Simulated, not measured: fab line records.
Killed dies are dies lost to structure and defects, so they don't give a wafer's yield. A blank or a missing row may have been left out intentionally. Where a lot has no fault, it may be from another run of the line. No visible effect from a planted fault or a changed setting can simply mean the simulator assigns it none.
What tool caused it? | flow nandHarc | 12 lots, 36 wafers sampled, at 4 steps of a route of 1302

== WHAT EACH GAUGE READ, for each wafer ==
NHARC_A_SGD_CUT_INSPECT_11.
lot  | measured     | on               | rawDefectCount
L076 | day 19 21:50 | defectInspect-01 | 58 65 71
L077 | day 20 02:38 | defectInspect-01 | 63 67 59
L080 | day 21 09:32 | defectInspect-01 | 66 59 76
L081 | day 22 03:25 | defectInspect-01 | 87 44 52
L083 | day 23 18:28 | defectInspect-01 | 80 84 85
L085 | day 23 18:41 | defectInspect-02 | 67 61 63
L087 | day 24 11:25 | defectInspect-02 | 11 15 15
L091 | day 25 20:13 | defectInspect-02 | 51 54 45
L090 | day 26 07:22 | defectInspect-02 | 65 68 52
L093 | day 27 04:09 | defectInspect-01 | 38 28 19
L096 | day 28 03:58 | defectInspect-01 | 88 85 91
L097 | day 28 18:29 | defectInspect-02 | 11 20 12

== EACH LOT AND THE TOOL THAT RAN IT (in order: tool; ch and the chambers of the sampled wafers; start) ==
lot  | NHARC_A_STAIRCASE_STRIP_316                  | NHARC_A_STAIRCASE_CMP_450     | NHARC_A_STAIRCASE_STRIP_475
L076 | rieDiel-03 ch 2,3, day 19 19:04 or earlier   | cmp-04 ch 1,2,3, day 19 19:04 | rieDiel-08 ch 1,3, day 19 21:50 or earlier
L077 | rieDiel-10 ch 0,1,3, day 19 23:57 or earlier | cmp-02 ch 0,3, day 19 23:57   | rieDiel-10 ch 0,1, day 20 02:38 or earlier
L080 | rieDiel-10 ch 0,1,3, day 21 06:51 or earlier | cmp-04 ch 0,2,3, day 21 06:51 | rieDiel-08 ch 0,2, day 21 09:32 or earlier
L081 | rieDiel-08 ch 0,2,3, day 20 02:27            | cmp-01 ch 0,1,3, day 22 00:42 | rieDiel-10 ch 0,1,2, day 22 03:25 or earlier
L083 | rieDiel-03 ch 0,1,2, day 23 15:50 or earlier | cmp-01 ch 0,1,3, day 23 15:50 | rieDiel-08 ch 0,2,3, day 23 18:28 or earlier
L085 | rieDiel-03 ch 0,1,2, day 23 15:59 or earlier | cmp-04 ch 0,2,3, day 23 15:59 | rieDiel-03 ch 1,3, day 23 18:41 or earlier
L087 | rieDiel-08 ch 0,1,3, day 24 08:43 or earlier | cmp-02 ch 2,3, day 24 08:43   | rieDiel-03 ch 1,2,3, day 24 11:25 or earlier
L091 | rieDiel-10 ch 0,2,3, day 25 17:32 or earlier | cmp-01 ch 2,3, day 25 17:32   | rieDiel-08 ch 0,3, day 25 20:13 or earlier
L090 | rieDiel-03 ch 0,1,2, day 26 04:18 or earlier | cmp-02 ch 1,3, day 26 04:18   | rieDiel-03 ch 1,3, day 26 05:39
L093 | rieDiel-08 ch 0,1,3, day 27 01:35 or earlier | cmp-04 ch 0,1,2, day 27 01:35 | rieDiel-03 ch 0,1,3, day 27 04:09 or earlier
L096 | rieDiel-03 ch 1,3, day 28 01:16 or earlier   | cmp-02 ch 0,2,3, day 28 01:16 | rieDiel-10 ch 0,1, day 28 03:58 or earlier
L097 | rieDiel-08 ch 0,2,3, day 28 15:47 or earlier | cmp-04 ch 0,1,2, day 28 15:47 | rieDiel-03 ch 0,2, day 28 18:29 or earlier
- NHARC_A_STAIRCASE_STRIP_316: strips in O2.
- NHARC_A_STAIRCASE_CMP_450: polishes SiO2, target thk 200 nm.
- NHARC_A_STAIRCASE_STRIP_475: strips in O2, time 20 s.

== THE ANSWER, worked out from the rows above alone ==
Rule: the lots themselves supply what counts as usual. Put in order of their means at a reading, lots are off if they are a third of the lots or fewer, leave a main group of 4 or more, and stand apart from it by a gap of 3 or more times the standard deviation of the main group's means; of several such gaps the widest counts. A main group whose means are all the same, to the digits that the tables above print for the reading, isn't used. A lot without any number at a reading at which 4 lots or more have one is off too. The other lots that the step has rows for count as sound.
None of the lots is off at any reading shown; this tells nothing.

== WHAT WAS PUT IN BY THE SIMULATOR ==
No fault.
